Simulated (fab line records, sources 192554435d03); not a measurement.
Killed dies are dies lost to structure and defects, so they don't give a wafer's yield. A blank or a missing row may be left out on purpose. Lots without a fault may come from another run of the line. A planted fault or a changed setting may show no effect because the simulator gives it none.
Split-lot experiment | flow n5_finfet | 7 lots, 21 wafers read, on a route of 1938 steps

THE SPLIT
At N5_BEOL_M0_SAQP_ETCH_106 (etches SOC in N2/H2, stops on SiNx, target depth 150 nm), the setting target_depth_a was moved away from the recipe's 1500 angstrom on 5 of the 21 wafers read, by -9.1% to +10.9%. The other wafers ran this setting at the recipe's value.

The file shows no step between the split and the reading.

THE READING
SOC_of_BEOL_M0_SAQP_COAT_105.thk_nm (the simulator's own value, which no gauge read), in nm, at N5_BEOL_M0_SAQP_ETCH_107 (etches SiNx in CH3F/O2, target depth 30 nm). The file gives no usual value for it. The 16 wafers here that ran the recipe average 13.9 nm, standard deviation 1.4 nm.

wafer  | tool, chamber at the split | target_depth_a as run, angstrom | against the recipe | SOC_of_BEOL_M0_SAQP_COAT_105.thk_nm, nm | against lot-mates on the recipe
L074.3 | rie_diel-06, 0             | 1500                            | recipe             | 13.4                                    | -
L074.4 | rie_diel-06, 2             | 1500                            | recipe             | 14                                      | -
L074.6 | rie_diel-06, 1             | 1500                            | recipe             | 14.6                                    | -
L078.3 | rie_diel-05, 2             | 1364                            | -9.1%              | 21.4                                    | +4.6
L078.4 | rie_diel-05, 0             | 1500                            | recipe             | 16.8                                    | -
L078.5 | rie_diel-05, 0             | 1500                            | recipe             | 16.8                                    | -
L080.1 | rie_diel-05, 3             | 1500                            | recipe             | 13.6                                    | -
L080.5 | rie_diel-05, 0             | 1500                            | recipe             | 15.2                                    | -
L080.6 | rie_diel-05, 1             | 1500                            | recipe             | 13                                      | -
L083.1 | rie_diel-05, 1             | 1500                            | recipe             | 12                                      | -
L083.4 | rie_diel-05, 3             | 1500                            | recipe             | 13.2                                    | -
L083.5 | rie_diel-05, 1             | 1664                            | +10.9%             | 4.6                                     | -8.0
L084.3 | rie_diel-04, 2             | 1500                            | recipe             | 11.4                                    | -
L084.4 | rie_diel-04, 1             | 1500                            | recipe             | 13                                      | -
L084.5 | rie_diel-04, 1             | 1500                            | recipe             | 13                                      | -
L093.2 | rie_diel-06, 1             | 1564                            | +4.3%              | 11.2                                    | -3.0
L093.4 | rie_diel-06, 2             | 1500                            | recipe             | 13.8                                    | -
L093.6 | rie_diel-06, 1             | 1500                            | recipe             | 14.6                                    | -
L094.2 | rie_diel-04, 3             | 1500                            | recipe             | 13.6                                    | -
L094.5 | rie_diel-04, 3             | 1448                            | -3.5%              | 15.6                                    | +2.0
L094.6 | rie_diel-04, 0             | 1448                            | -3.5%              | 13.8                                    | +0.2

THE FIT
A straight line over all 21 wafers: SOC_of_BEOL_M0_SAQP_COAT_105.thk_nm changes by -0.766 nm for each +1% of target_depth_a; r = -0.88; the points scatter about the line by 1.5 nm.
The same after taking each lot's own level away (the mean of its wafers on the recipe; 21 wafers): -0.614 nm for each +1%; r = -0.94; scatter 0.78 nm.
On that fit, the largest move of target_depth_a shifts the reading by 6.7 nm.
The lots' own levels span 12.47 to 16.80 nm, that is 3.0 times the standard deviation above.
So the lot-to-lot level changes the slope: the two fits differ.
Check: with one of the wafers moved furthest among these (+10.9%) left out of the fit, the line predicts -5.68 nm for it against its lot-mates. It came out at -8 nm against them.

OTHER SPLITS ON THESE WAFERS
These wafers also went through other splits before the reading. Each is held against what the fit with the lots' levels taken away leaves over:
other split on the same wafers         | wafers away from the commonest value | r with SOC_of_BEOL_M0_SAQP_COAT_105.thk_nm (lot level and that fit taken away)
N5_SDB_COAT_05 spin_rpm                | 6                                    | -0.03
N5_MOL_CONTACT_COAG_EXPOSE_05 dose_mj  | 7                                    | +0.02
N5_MOL_CONTACT_COAG_ETCH_15 source_w   | 8                                    | -0.13
N5_MOL_CONTACT_COAG_ALD_133 ald_cycles | 5                                    | -0.12
N5_MOL_CONTACT_COAG_ETCH_124 bias_w    | 6                                    | -0.05

THE WHOLE CHAIN: every reading that the file lists as answering this split, in the file's order
step                     | what it does                                            | reading                                                                              | change (the file's fit)               | r (the file's)
N5_BEOL_M0_SAQP_ETCH_106 | etches SOC in N2/H2, stops on SiNx, target depth 150 nm | SOC_of_BEOL_M0_SAQP_COAT_105.thk_nm (the simulator's own value, which no gauge read) | -0.651 nm for each +1% of the setting | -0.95
N5_BEOL_M0_SAQP_ETCH_107 | etches SiNx in CH3F/O2, target depth 30 nm              | SOC_of_BEOL_M0_SAQP_COAT_105.thk_nm (the simulator's own value, which no gauge read) | -0.628 nm for each +1% of the setting | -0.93

THE FILE'S OWN FIT
SOC_of_BEOL_M0_SAQP_COAT_105.thk_nm changes by -0.628 nm for each +1% of target_depth_a, r = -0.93.
